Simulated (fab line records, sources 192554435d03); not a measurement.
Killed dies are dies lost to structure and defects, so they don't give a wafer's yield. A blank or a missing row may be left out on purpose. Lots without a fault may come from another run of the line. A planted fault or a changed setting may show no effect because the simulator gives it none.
fab line records | flow n5_finfet
record lots=24 wafers=72 last_day=17
route steps=1938 shown BEOL_M14@1772 BEOL_M15@1784 PASS1_DEP@1831 MIM_TOP@1835
lots that met no fault: from a run of the same line without faults
start_h: hours from the record's first day to the start of the lot's first wafer shown | wait_h: hours since the lot's step before | " the same as in the row above | L1.1+2: a row that stands for several wafers | - no value, or no start given | * or withheld: withheld | < > ~ a bound
route shown NAME@n: a module of which the file shows steps, and the number in the route of the first | usual: mean/standard deviation of fault-free wafers | same: alike in all rows | chamber/n: place in a boat | sites: the reading at each site | _std_site: their standard deviation | _edge_site: outer sites' mean less inner sites' | radius_mm: how far each site lies from the wafer's centre | mask NAME#n: copy n | behind: the tool/chamber that last shaped the wafer | hold: why the lot was held/for how many hours/how that ended | device: the transistor (n, p or np) that didn't switch | end of line: the same wafers' tests at the end of the route | a step without rows: its recipe alone | killed: dies lost to structure and defects at the first sort, not the wafer's yield | map: a wafer's dies, x killed, . not, _ none there
set.NAME: the setting as run; set.NAME@STEP: as run at that earlier step | model.NAME: the simulator's own value behind a step, which no gauge read
steps of the route over a sample of lots; a table a step, a row a wafer
services: from which hour (start_h, from the record's first day; less than 0 if before it) a tool's chamber was out of use, for how many hours, and why
## steps
# step N5_BEOL_M14_INSPECT_55
# recipe inspect_instrument=darkfield mode=post_dep
# usual raw_defect_count=68/22
# columns lot.wafer tool chamber start_h wait_h raw_defect_count
L074.2 defect_inspect-01 - 233.00 0.0 62
L074.3 " - " " 49
L074.4 " - " " 69
L076.2 defect_inspect-02 - 238.76 0.0 80
L076.5 " - " " 120
L076.6 " - " " 77
L075.3 defect_inspect-02 - 240.01 0.0 58
L075.5 " - " " 44
L075.6 " - " " 72
L077.2 defect_inspect-01 - 259.69 0.0 46
L077.5 " - " " 55
L077.6 " - " " 84
L080.1 defect_inspect-02 - 261.79 0.0 62
L080.4 " - " " 71
L080.5 " - " " 49
L079.3 defect_inspect-01 - 266.85 0.0 44
L079.5 " - " " 72
L079.6 " - " " 55
L078.1 defect_inspect-01 - 269.25 0.0 75
L078.3 " - " " 61
L078.6 " - " " 99
L081.2 defect_inspect-02 - 276.69 0.0 57
L081.4 " - " " 43
L081.6 " - " " 88
L083.4 defect_inspect-01 - 282.00 0.0 53
L083.5 " - " " 39
L083.6 " - " " 35
L082.1 defect_inspect-01 - 284.83 0.0 84
L082.2 " - " " 87
L082.4 " - " " 64
L084.3 defect_inspect-01 - 285.49 0.0 95
L084.4 " - " " 81
L084.5 " - " " 99
L085.2 defect_inspect-01 - 297.23 0.0 35
L085.3 " - " " 48
L085.6 " - " " 30
L086.1 defect_inspect-01 - 304.97 0.0 90
L086.2 " - " " 63
L086.4 " - " " 72
L087.2 defect_inspect-01 - 307.73 0.0 54
L087.3 " - " " 69
L087.6 " - " " 55
L088.1 defect_inspect-02 - 322.17 0.0 63
L088.2 " - " " 71
L088.4 " - " " 62
L090.1 defect_inspect-02 - 324.15 0.0 51
L090.4 " - " " 75
L090.6 " - " " 73
L091.1 defect_inspect-01 - 329.75 0.0 47
L091.3 " - " " 68
L091.4 " - " " 48
L089.1 defect_inspect-02 - 331.32 0.0 78
L089.4 " - " " 49
L089.6 " - " " 88
L092.2 defect_inspect-02 - 332.88 0.0 55
L092.4 " - " " 67
L092.6 " - " " 45
L093.1 defect_inspect-01 - 336.97 0.0 44
L093.5 " - " " 68
L093.6 " - " " 42
L094.2 defect_inspect-02 - 340.03 0.0 79
L094.3 " - " " 93
L094.5 " - " " 54
L095.1 defect_inspect-01 - 366.74 0.0 127
L095.2 " - " " 59
L095.4 " - " " 104
L096.2 defect_inspect-01 - 367.01 0.0 53
L096.3 " - " " 99
L096.4 " - " " 65
L097.2 defect_inspect-02 - 380.46 0.0 69
L097.3 " - " " 124
L097.6 " - " " 50
# step N5_BEOL_M15_OVL_MEAS_11
# recipe points_per_wafer=44
# usual V14_OVL=1/5.2
# columns lot.wafer tool chamber start_h wait_h V14_OVL[nm]
L074.2 overlay-02 0 233.62 0.0 0
L074.3 " 0 " " 1
L074.4 " 0 " " 6
L076.2 overlay-02 0 239.38 0.0 0
L076.5 " 0 " " 3
L076.6 " 0 " " 4
L075.3 overlay-02 0 240.63 0.0 -1
L075.5 " 0 " " -1
L075.6 " 0 " " 4
L077.2 overlay-02 0 260.31 0.0 3
L077.5 " 0 " " -6
L077.6 " 0 " " -1
L080.1 overlay-01 0 262.52 0.0 3
L080.4 " 0 " " 3
L080.5 " 0 " " -1
L079.3 overlay-01 0 267.58 0.0 5
L079.5 " 0 " " -2
L079.6 " 0 " " -1
L078.1 overlay-01 0 269.87 0.0 -5
L078.3 " 0 " " -2
L078.6 " 0 " " 0
L081.2 overlay-01 0 277.31 0.0 7
L081.4 " 0 " " 2
L081.6 " 0 " " 3
L083.4 overlay-02 0 282.62 0.0 -2
L083.5 " 0 " " -6
L083.6 " 0 " " 2
L082.1 overlay-02 0 285.58 0.0 -2
L082.2 " 0 " " 4
L082.4 " 0 " " 3
L084.3 overlay-01 0 286.24 0.0 1
L084.4 " 0 " " 2
L084.5 " 0 " " 2
L085.2 overlay-02 0 297.98 0.0 2
L085.3 " 0 " " 4
L085.6 " 0 " " -3
L086.1 overlay-02 0 305.72 0.0 -1
L086.2 " 0 " " 3
L086.4 " 0 " " 0
L087.2 overlay-01 0 308.35 0.0 1
L087.3 " 0 " " 2
L087.6 " 0 " " 1
L088.1 overlay-01 0 322.79 0.0 -5
L088.2 " 0 " " -3
L088.4 " 0 " " -4
L090.1 overlay-01 0 324.77 0.0 2
L090.4 " 0 " " 11
L090.6 " 0 " " 1
L091.1 overlay-02 0 330.49 0.0 9
L091.3 " 0 " " 8
L091.4 " 0 " " -1
L089.1 overlay-02 0 331.94 0.0 -3
L089.4 " 0 " " -2
L089.6 " 0 " " -5
L092.2 overlay-01 0 333.73 0.0 -10
L092.4 " 0 " " -11
L092.6 " 0 " " -12
L093.1 overlay-01 0 337.75 0.0 13
L093.5 " 0 " " 10
L093.6 " 0 " " -2
L094.2 overlay-02 0 340.65 0.0 11
L094.3 " 0 " " -3
L094.5 " 0 " " -4
L095.1 overlay-02 0 367.36 0.0 5
L095.2 " 0 " " 10
L095.4 " 0 " " 5
L096.2 overlay-01 0 367.63 0.0 5
L096.3 " 0 " " 7
L096.4 " 0 " " -1
L097.2 overlay-01 0 381.08 0.0 12
L097.3 " 0 " " -1
L097.6 " 0 " " 5
# step N5_BEOL_M15_INSPECT_30
# recipe mode=adi inspect_instrument=macro
# usual raw_defect_count=2.1/1.5
# columns lot.wafer tool chamber start_h wait_h raw_defect_count
L074.2 defect_inspect-02 - 235.18 0.0 1
L074.3 " - " " 1
L074.4 " - " " 2
L076.2 defect_inspect-02 - 240.99 0.0 5
L076.5 " - " " 1
L076.6 " - " " 1
L075.3 defect_inspect-02 - 242.12 0.0 0
L075.5 " - " " 0
L075.6 " - " " 4
L077.2 defect_inspect-01 - 261.80 0.0 1
L077.5 " - " " 1
L077.6 " - " " 1
L080.1 defect_inspect-01 - 264.01 0.0 3
L080.4 " - " " 1
L080.5 " - " " 2
L079.3 defect_inspect-02 - 269.18 0.0 2
L079.5 " - " " 1
L079.6 " - " " 2
L078.1 defect_inspect-01 - 271.48 0.0 1
L078.3 " - " " 2
L078.6 " - " " 2
L081.2 defect_inspect-02 - 279.35 0.0 1
L081.4 " - " " 2
L081.6 " - " " 4
L083.4 defect_inspect-01 - 284.10 0.0 5
L083.5 " - " " 3
L083.6 " - " " 4
L082.1 defect_inspect-02 - 287.06 0.0 2
L082.2 " - " " 1
L082.4 " - " " 2
L084.3 defect_inspect-02 - 287.84 0.0 1
L084.4 " - " " 4
L084.5 " - " " 4
L085.2 defect_inspect-02 - 300.09 0.0 3
L085.3 " - " " 0
L085.6 " - " " 2
L086.1 defect_inspect-02 - 307.20 0.0 4
L086.2 " - " " 0
L086.4 " - " " 2
L087.2 defect_inspect-02 - 310.52 0.0 1
L087.3 " - " " 3
L087.6 " - " " 2
L088.1 defect_inspect-01 - 324.41 0.0 1
L088.2 " - " " 1
L088.4 " - " " 1
L090.1 defect_inspect-01 - 326.54 0.0 3
L090.4 " - " " 3
L090.6 " - " " 0
L091.1 defect_inspect-02 - 332.27 0.0 3
L091.3 " - " " 1
L091.4 " - " " 6
L089.1 defect_inspect-01 - 333.43 0.0 2
L089.4 " - " " 1
L089.6 " - " " 2
L092.2 defect_inspect-01 - 335.34 0.0 2
L092.4 " - " " 5
L092.6 " - " " 0
L093.1 defect_inspect-02 - 339.24 0.0 1
L093.5 " - " " 1
L093.6 " - " " 4
L094.2 defect_inspect-02 - 342.14 0.0 3
L094.3 " - " " 5
L094.5 " - " " 2
L095.1 defect_inspect-01 - 368.92 0.0 1
L095.2 " - " " 0
L095.4 " - " " 3
L096.2 defect_inspect-01 - 369.40 0.0 1
L096.3 " - " " 3
L096.4 " - " " 0
L097.2 defect_inspect-02 - 382.74 0.0 4
L097.3 " - " " 6
L097.6 " - " " 3
# step N5_BEOL_M15_TRENCH_ETCH_34
# recipe chemistry=C4F8/O2/Ar target=SiO2 target_depth_a=8729.3 he_inner_torr=15 he_outer_torr=30 time_s=199 ion_energy_ev=800 pressure_mtorr=20 source_w=1905 bias_w=2040 Ar_flow_sccm=400 C4F8_flow_sccm=16 O2_flow_sccm=12
# usual drypump_motor_current_A=5.7/0.55 he_inner_torr=14.998/0.03 oes_product_au=0.79/0.085 rf_vpp_V=2212/41 showerhead_plenum_p_Torr=3.42/0.12 throttle_valve_pct=30.75/0.29
# columns lot.wafer tool chamber start_h wait_h drypump_motor_current_A he_inner_torr oes_product_au rf_hours_counter_h rf_vpp_V showerhead_plenum_p_Torr throttle_valve_pct
L074.2 rie_diel-03 3 235.30 0.0 5.4 14.990 0.69 247 2166 3.52 30.87
L074.3 " 2 " " 5.1 14.993 0.74 175 2198 3.31 30.75
L074.4 " 0 " " 5.9 14.986 0.71 179 2274 3.42 31.09
L076.2 rie_diel-05 0 241.11 0.0 5.6 15.015 0.76 137 2138 3.20 30.97
L076.5 " 0 " " 5.6 15.006 0.75 - 2138 3.20 30.99
L076.6 " 3 " " 5.8 14.979 0.70 - 2265 3.53 30.49
L075.3 rie_diel-05 3 242.26 0.0 5.8 15.017 0.69 229 2264 3.53 30.49
L075.5 " 3 " " 5.7 14.984 0.69 - 2264 3.53 30.49
L075.6 " 2 " " 6.7 14.974 0.80 - 2221 3.55 30.21
L077.2 rie_diel-05 1 261.92 0.0 6.1 14.994 0.81 83 2213 3.58 30.50
L077.5 " 2 " " 6.8 14.979 0.79 - 2223 3.55 30.18
L077.6 " 1 " " 6.1 14.956 0.81 - 2212 3.58 30.46
L080.1 rie_diel-03 0 264.13 0.0 5.9 14.977 0.70 189 2274 3.42 31.08
L080.4 " 1 " " 6.1 14.997 0.84 69 2229 3.33 30.70
L080.5 " 1 " " 6.1 14.997 0.85 - 2229 3.33 30.71
L079.3 rie_diel-05 1 269.30 0.0 6.1 15.001 0.80 85 2213 3.58 30.49
L079.5 " 3 " " 5.8 15.002 0.69 - 2263 3.52 30.50
L079.6 " 2 " " 6.7 15.020 0.80 - 2222 3.55 30.20
L078.1 rie_diel-01 2 271.81 0.0 5.0 14.995 0.97 8 2240 3.37 31.04
L078.3 " 0 " " 4.9 15.000 0.84 90 2157 3.45 30.99
L078.6 " 3 " " 5.4 14.979 0.67 - 2178 3.28 30.95
L081.2 rie_diel-05 1 279.60 0.0 6.1 14.955 0.80 88 2213 3.58 30.49
L081.4 " 3 " " 5.8 14.997 0.68 241 2264 3.52 30.49
L081.6 " 2 " " 6.8 15.045 0.78 - 2221 3.55 30.19
L083.4 rie_diel-01 1 284.22 0.0 5.8 15.009 0.82 76 2253 3.47 31.01
L083.5 " 3 " " 5.3 15.039 0.67 - 2177 3.27 30.95
L083.6 " 2 " " 5.0 15.041 0.95 - 2240 3.36 31.06
L082.1 rie_diel-03 2 287.18 0.0 5.1 14.980 0.72 194 2197 3.30 30.78
L082.2 " 0 " " 5.9 15.000 0.70 197 2273 3.41 31.08
L082.4 " 3 " " 5.4 15.052 0.95 7 2164 3.51 30.57
L084.3 rie_diel-05 0 287.96 0.0 5.6 15.031 0.74 152 2136 3.19 30.98
L084.4 " 3 " " 5.8 15.021 0.68 244 2263 3.52 30.52
L084.5 " 3 " " 5.7 14.983 0.68 - 2264 3.52 30.50
L085.2 rie_diel-01 1 300.67 0.0 5.9 15.008 0.82 82 2253 3.47 31.02
L085.3 " 0 " " 4.9 15.029 0.81 100 2156 3.44 30.99
L085.6 " 2 " " 5.0 14.962 0.94 - 2239 3.36 31.06
L086.1 rie_diel-01 3 307.32 0.0 5.3 14.959 0.67 243 2178 3.27 30.96
L086.2 " 0 " " 4.9 14.983 0.82 101 2157 3.44 31.01
L086.4 " 1 " " 5.8 14.950 0.81 83 2252 3.47 31.03
L087.2 rie_diel-01 3 310.68 0.0 5.4 15.052 0.67 244 2176 3.27 30.97
L087.3 " 0 " " 4.9 15.043 0.81 103 2155 3.44 31.00
L087.6 " 1 " " 5.8 15.015 0.81 - 2251 3.47 31.01
L088.1 rie_diel-01 1 324.79 0.0 5.8 14.972 0.82 89 2254 3.47 31.04
L088.2 " 2 " " 5.0 14.970 0.92 24 2239 3.36 31.07
L088.4 " 3 " " 5.4 14.974 0.67 248 2178 3.27 30.95
L090.1 rie_diel-03 0 326.66 0.0 5.9 15.021 0.70 207 2272 3.41 31.12
L090.4 " 3 " " 5.4 14.993 0.92 18 2163 3.50 30.58
L090.6 " 1 " " 6.1 14.993 0.84 - 2229 3.32 30.73
L091.1 rie_diel-03 3 332.45 0.0 5.4 15.002 0.90 20 2163 3.50 30.57
L091.3 " 2 " " 5.1 15.038 0.73 208 2197 3.29 30.83
L091.4 " 1 " " 6.1 15.002 0.82 92 2230 3.32 30.73
L089.1 rie_diel-03 0 333.57 0.0 5.9 14.976 0.69 210 2272 3.41 31.11
L089.4 " 3 " " 5.4 15.031 0.91 21 2165 3.50 30.57
L089.6 " 3 " " 5.4 14.996 0.90 - 2164 3.50 30.56
L092.2 rie_diel-01 0 335.46 0.0 4.9 15.016 0.80 112 2156 3.44 31.02
L092.4 " 1 " " 5.8 14.990 0.80 - 2253 3.47 31.03
L092.6 " 0 " " 4.9 15.029 0.81 - 2154 3.44 31.02
L093.1 rie_diel-05 3 339.44 0.0 5.8 15.007 0.95 4 2263 3.51 30.33
L093.5 " 2 " " 6.7 15.044 0.77 - 2220 3.54 30.22
L093.6 " 1 " " 6.1 14.977 0.77 - 2212 3.57 30.49
L094.2 rie_diel-05 1 342.26 0.0 6.1 14.940 0.78 109 2211 3.57 30.53
L094.3 " 3 " " 5.8 14.988 0.94 5 2264 3.51 30.31
L094.5 " 1 " " 6.1 14.957 0.78 - 2211 3.57 30.53
L095.1 rie_diel-03 3 369.38 0.0 5.4 14.970 0.88 31 2164 3.50 30.57
L095.2 " 0 " " 5.9 14.991 0.69 221 2271 3.40 31.13
L095.4 " 1 " " 6.1 15.029 0.81 102 2228 3.31 30.75
L096.2 rie_diel-05 2 369.61 0.0 6.7 14.965 0.76 160 2220 3.53 30.24
L096.3 " 1 " " 6.1 15.021 0.78 115 2213 3.57 30.53
L096.4 " 3 " " 5.8 14.997 0.90 12 2263 3.51 30.34
L097.2 rie_diel-01 3 382.86 0.0 5.4 14.969 0.97 11 2212 3.66 30.68
L097.3 " 2 " " 5.0 14.982 0.89 46 2238 3.35 31.11
L097.6 " 3 " " 5.4 14.932 0.98 - 2213 3.66 30.69
# step N5_PASSIVATION_PECVD_00
# recipe material=SiO2 target_thk_a=2000 temp_c=400 precursor=SiH4/N2O pressure_torr=2.7 rf_w=608 time_s=11.2
# usual heater_power_w=671/110 showerhead_plenum_p_Torr=8.12/0.062 susceptor_temp_C=400.00/0.22 throttle_valve_pct=52/3.2
# columns lot.wafer tool chamber start_h wait_h heater_power_w showerhead_plenum_p_Torr susceptor_temp_C throttle_valve_pct
L074.2 pecvd-01 0 238.34 0.7 712 8.17 399.94 52
L074.3 " 1 " " 635 8.07 399.82 57
L074.4 " 1 " " 641 8.08 400.12 57
L076.2 pecvd-01 1 244.83 0.7 538 8.08 400.13 57
L076.5 " 0 " " 715 8.16 399.80 52
L076.6 " 1 " " 552 8.09 400.19 58
L075.3 pecvd-01 2 247.45 0.5 499 8.18 400.16 47
L075.5 " 1 " " 528 8.09 400.15 58
L075.6 " 0 " " 798 8.15 400.31 52
L077.2 pecvd-01 0 265.53 0.7 774 8.18 399.99 52
L077.5 " 1 " " 659 8.09 399.81 57
L077.6 " 2 " " 467 8.17 399.70 47
L080.1 pecvd-01 1 267.66 0.8 618 8.09 400.17 58
L080.4 " 0 " " 839 8.15 400.11 52
L080.5 " 2 " " 605 8.16 400.06 48
L079.3 pecvd-01 1 273.31 0.5 661 8.10 400.05 58
L079.5 " 2 " " 587 8.19 400.13 47
L079.6 " 1 " " 528 8.08 400.00 58
L078.1 pecvd-01 0 275.45 0.8 804 8.19 400.00 52
L078.3 " 2 " " 507 8.16 400.29 47
L078.6 " 1 " " 618 8.10 400.13 57
L081.2 pecvd-02 2 282.93 0.7 523 8.14 400.20 47
L081.4 " 0 " " 726 8.02 399.99 52
L081.6 " 1 " " 800 8.27 400.22 54
L083.4 pecvd-02 1 288.81 0.4 792 8.26 400.03 54
L083.5 " 0 " " 668 8.05 399.92 52
L083.6 " 2 " " 513 8.17 399.97 47
L082.1 pecvd-03 2 290.50 0.8 673 8.06 400.24 50
L082.2 " 1 " " 699 8.07 400.08 54
L082.4 " 2 " " 656 8.08 400.17 50
L084.3 pecvd-03 2 291.45 0.5 597 8.05 400.45 50
L084.4 " 2 " " 614 8.08 400.03 50
L084.5 " 1 " " 624 8.10 399.85 54
L085.2 pecvd-02 0 305.18 0.7 673 8.01 399.87 52
L085.3 " 1 " " 660 8.25 399.85 54
L085.6 " 0 " " 694 8.01 400.13 52
L086.1 pecvd-02 2 312.82 0.8 584 8.15 400.20 48
L086.2 " 1 " " 725 8.24 399.64 54
L086.4 " 2 " " 607 8.14 399.82 47
L087.2 pecvd-02 1 314.89 0.7 702 8.27 400.12 54
L087.3 " 2 " " 594 8.16 400.24 47
L087.6 " 2 " " 604 8.16 400.05 47
L088.1 pecvd-03 2 327.75 0.8 603 8.08 399.85 50
L088.2 " 0 " " 783 8.09 399.96 54
L088.4 " 1 " " 703 8.09 399.98 54
L090.1 pecvd-02 2 330.39 0.8 520 8.15 399.69 48
L090.4 " 0 " " 710 8.01 399.99 52
L090.6 " 1 " " 804 8.26 399.71 54
L091.1 pecvd-01 0 336.36 0.8 785 8.16 400.02 53
L091.3 " 1 " " 663 8.08 400.24 58
L091.4 " 2 " " 554 8.17 399.64 47
L089.1 pecvd-03 2 336.93 0.8 594 8.07 400.27 50
L089.4 " 2 " " 613 8.08 399.98 50
L089.6 " 1 " " 688 8.09 399.91 54
L092.2 pecvd-01 1 338.38 0.7 545 8.09 400.36 58
L092.4 " 0 " " 811 8.15 399.78 52
L092.6 " 1 " " 561 8.10 400.01 58
L093.1 pecvd-03 0 343.36 0.8 843 8.10 399.77 54
L093.5 " 2 " " 549 8.07 400.09 50
L093.6 " 1 " " 643 8.09 399.95 54
L094.2 pecvd-03 1 348.34 0.7 673 8.08 400.08 53
L094.3 " 0 " " 711 8.07 400.06 54
L094.5 " 2 " " 651 8.06 400.07 51
L095.1 pecvd-03 2 373.84 0.8 636 8.05 400.09 51
L095.2 " 0 " " 798 8.11 400.24 54
L095.4 " 2 " " 651 8.06 400.12 51
L096.2 pecvd-01 0 374.78 0.7 804 8.16 400.16 53
L096.3 " 2 " " 507 8.17 400.23 47
L096.4 " 2 " " 536 8.16 400.14 48
L097.2 pecvd-03 0 387.87 0.7 859 8.08 400.39 54
L097.3 " 0 " " 847 8.09 400.01 54
L097.6 " 2 " " 591 8.05 399.93 51
# step N5_MIM_TOP_ALD_01
# recipe material=HfO2 target_thk_a=56 temp_c=withheld ald_precursor_family=Hf-amide ald_co_reactant=O3 pulse_time_s=1 purge_time_s=3 co_reactant_purge_time_s=2 co_reactant_pulse_time_s=3 ald_cycles=62
# usual precursor_pulse_height_rel=1.001/0.02
# columns lot.wafer tool chamber start_h wait_h precursor_pulse_height_rel
L074.2 ald_hk-03 1 - - 1.015
L074.3 " 0 " " 0.975
L074.4 " 3 " " 1.024
L076.2 ald_hk-01 3 - - 0.975
L076.5 " 1 " " 1.002
L076.6 " 0 " " 0.999
L075.3 ald_hk-03 3 - - 0.976
L075.5 " 1 " " 1.007
L075.6 " 0 " " 1.004
L077.2 ald_hk-01 2 - - 0.975
L077.5 " 0 " " 1.000
L077.6 " 3 " " 1.028
L080.1 ald_hk-03 3 - - 0.993
L080.4 " 1 " " 1.027
L080.5 " 1 " " 0.967
L079.3 ald_hk-03 0 - - 0.985
L079.5 " 0 " " 0.989
L079.6 " 3 " " 0.989
L078.1 ald_hk-01 2 - - 1.004
L078.3 " 1 " " 1.018
L078.6 " 3 " " 1.005
L081.2 ald_hk-03 3 - - 0.980
L081.4 " 0 " " 0.977
L081.6 " 0 " " 1.021
L083.4 ald_hk-01 2 - - 0.993
L083.5 " 1 " " 1.024
L083.6 " 0 " " 1.000
L082.1 ald_hk-02 0 - - 0.969
L082.2 " 2 " " 1.011
L082.4 " 1 " " 1.014
L084.3 ald_hk-02 1 - - 1.017
L084.4 " 2 " " 0.994
L084.5 " 1 " " 0.971
L085.2 ald_hk-03 0 - - 0.992
L085.3 " 1 " " 0.980
L085.6 " 0 " " 1.003
L086.1 ald_hk-03 0 - - 0.987
L086.2 " 2 " " 1.011
L086.4 " 3 " " 1.001
L087.2 ald_hk-01 2 - - 1.020
L087.3 " 0 " " 1.023
L087.6 " 0 " " 0.973
L088.1 ald_hk-03 3 - - 1.019
L088.2 " 0 " " 1.023
L088.4 " 1 " " 1.031
L090.1 ald_hk-01 0 - - 1.041
L090.4 " 2 " " 0.982
L090.6 " 3 " " 1.025
L091.1 ald_hk-02 2 - - 0.987
L091.3 " 3 " " 0.939
L091.4 " 1 " " 1.022
L089.1 ald_hk-01 1 - - 1.003
L089.4 " 0 " " 0.972
L089.6 " 0 " " 1.002
L092.2 ald_hk-03 2 - - 1.019
L092.4 " 3 " " 0.968
L092.6 " 1 " " 0.986
L093.1 ald_hk-03 2 - - 0.997
L093.5 " 2 " " 1.035
L093.6 " 3 " " 0.989
L094.2 ald_hk-03 3 - - 0.985
L094.3 " 1 " " 1.025
L094.5 " 3 " " 0.991
L095.1 ald_hk-03 0 - - 1.007
L095.2 " 2 " " 1.026
L095.4 " 1 " " 1.012
L096.2 ald_hk-01 2 - - 1.007
L096.3 " 3 " " 1.007
L096.4 " 1 " " 0.994
L097.2 ald_hk-03 0 - - 0.993
L097.3 " 3 " " 1.023
L097.6 " 0 " " 1.029
## services
# columns tool chamber start_h hours kind
rie_diel-01 3 211.88 14.8 repair
ald_hk-02 - 217.36 8.7 pm
rie_diel-03 3 232.01 2.0 repair
ald_hk-03 - 245.31 1.7 repair
pecvd-02 - 250.62 2.8 pm
rie_diel-03 3 266.40 4.3 repair
pecvd-01 0 267.75 5.5 scheduled_down
pecvd-03 - 271.33 1.2 repair
rie_diel-05 3 288.80 4.2 repair
rie_diel-03 0 289.36 5.6 repair
pecvd-02 - 290.31 6.1 repair
pecvd-02 1 298.53 6.5 repair
ald_hk-02 - 303.70 0.4 repair
pecvd-01 - 306.51 1.0 repair
rie_diel-05 3 307.51 - clean
rie_diel-05 3 307.51 - consumable_replace:focus_ring
rie_diel-05 3 307.51 17.0 scheduled_down
rie_diel-05 3 307.51 17.0 vent_cycle
pecvd-01 2 322.01 2.1 scheduled_down
rie_diel-01 1 326.54 5.2 repair
rie_diel-03 3 343.39 5.5 repair
rie_diel-03 2 358.84 8.7 repair
rie_diel-03 1 362.26 7.0 repair
pecvd-01 2 384.39 5.5 scheduled_down
## key
fault none
